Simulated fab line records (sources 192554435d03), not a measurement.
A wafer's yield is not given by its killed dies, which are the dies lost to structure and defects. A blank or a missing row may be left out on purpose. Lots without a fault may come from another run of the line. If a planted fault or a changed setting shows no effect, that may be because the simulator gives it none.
Matching of chambers :: flow n5Finfet :: aldSin-02 running N5_SDB_ALD_29: 4 sister chambers
The step deposits SiNx, target thk 30 nm, pulse time 1 s, ald cycles 600. 14 wafers are shown with their chamber, then 7 later ones without.

WAFERS WITH THEIR CHAMBER
wafer: L079.4
chamber: 3
heaterPowerW (W): 962
precursorPulseHeightRel: 0.986

wafer: L079.5
chamber: 1
heaterPowerW (W): 743
precursorPulseHeightRel: 1.019

wafer: L079.6
chamber: 2
heaterPowerW (W): 941
precursorPulseHeightRel: 1.006

wafer: L082.4
chamber: 0
heaterPowerW (W): 824
precursorPulseHeightRel: 0.966

wafer: L082.5
chamber: 1
heaterPowerW (W): 729
precursorPulseHeightRel: 0.971

wafer: L082.6
chamber: 0
heaterPowerW (W): 838
precursorPulseHeightRel: 0.983

wafer: L084.2
chamber: 2
heaterPowerW (W): 938
precursorPulseHeightRel: 1.005

wafer: L084.3
chamber: 0
heaterPowerW (W): 824
precursorPulseHeightRel: 0.947

wafer: L084.6
chamber: 2
heaterPowerW (W): 918
precursorPulseHeightRel: 0.990

wafer: L089.3
chamber: 1
heaterPowerW (W): 734
precursorPulseHeightRel: 0.991

wafer: L089.5
chamber: 2
heaterPowerW (W): 912
precursorPulseHeightRel: 0.999

wafer: L089.6
chamber: 3
heaterPowerW (W): 958
precursorPulseHeightRel: 0.996

wafer: L091.2
chamber: 0
heaterPowerW (W): 837
precursorPulseHeightRel: 0.985

wafer: L091.3
chamber: 3
heaterPowerW (W): 977
precursorPulseHeightRel: 1.021

SIGNATURES, as means of the wafers listed above
reading: heaterPowerW
chamber 0: 830.75
chamber 1: 735.33
chamber 2: 927.25
chamber 3: 965.67
scatter within a chamber: 10.5

reading: precursorPulseHeightRel
chamber 0: 0.97025
chamber 1: 0.99367
chamber 2: 1.00000
chamber 3: 1.00100
scatter within a chamber: 0.0171
Rule: for a wafer and a chamber, the distance is found by dividing, reading by reading, the gap between the wafer's reading and the chamber's mean by the reading's scatter, squaring, summing and taking the root. The wafer belongs to the nearest chamber; if the next one is less than 2 further off, it can't be placed. The scatter: take each reading less its chamber's mean, square it, sum over the shown wafers, divide by the number of wafers less the number of chambers, and take the root.

WAFERS WHOSE CHAMBER IS MISSING
wafer: L091.4
heaterPowerW (W): 727
precursorPulseHeightRel: 0.968

wafer: L092.2
heaterPowerW (W): 908
precursorPulseHeightRel: 0.988

wafer: L092.5
heaterPowerW (W): 845
precursorPulseHeightRel: 0.973

wafer: L092.6
heaterPowerW (W): 739
precursorPulseHeightRel: 1.013

wafer: L096.3
heaterPowerW (W): 948
precursorPulseHeightRel: 0.984

wafer: L096.4
heaterPowerW (W): 939
precursorPulseHeightRel: 1.001

wafer: L096.5
heaterPowerW (W): 927
precursorPulseHeightRel: 1.010

THE CHAMBER EACH PASSED THROUGH
wafer: L091.4
from the rows above: 1
in truth: 1

wafer: L092.2
from the rows above: 2
in truth: 2

wafer: L092.5
from the rows above: 0
in truth: 0

wafer: L092.6
from the rows above: 1
in truth: 1

wafer: L096.3
from the rows above: can't be placed: 3 or 2
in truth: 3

wafer: L096.4
from the rows above: can't be placed: 2 or 3
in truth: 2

wafer: L096.5
from the rows above: 2
in truth: 2
Correct placement for 5 of the 7. From these rows, 2 cannot be placed; in 2 the true chamber is one of the candidates. Placed wrongly: 0.
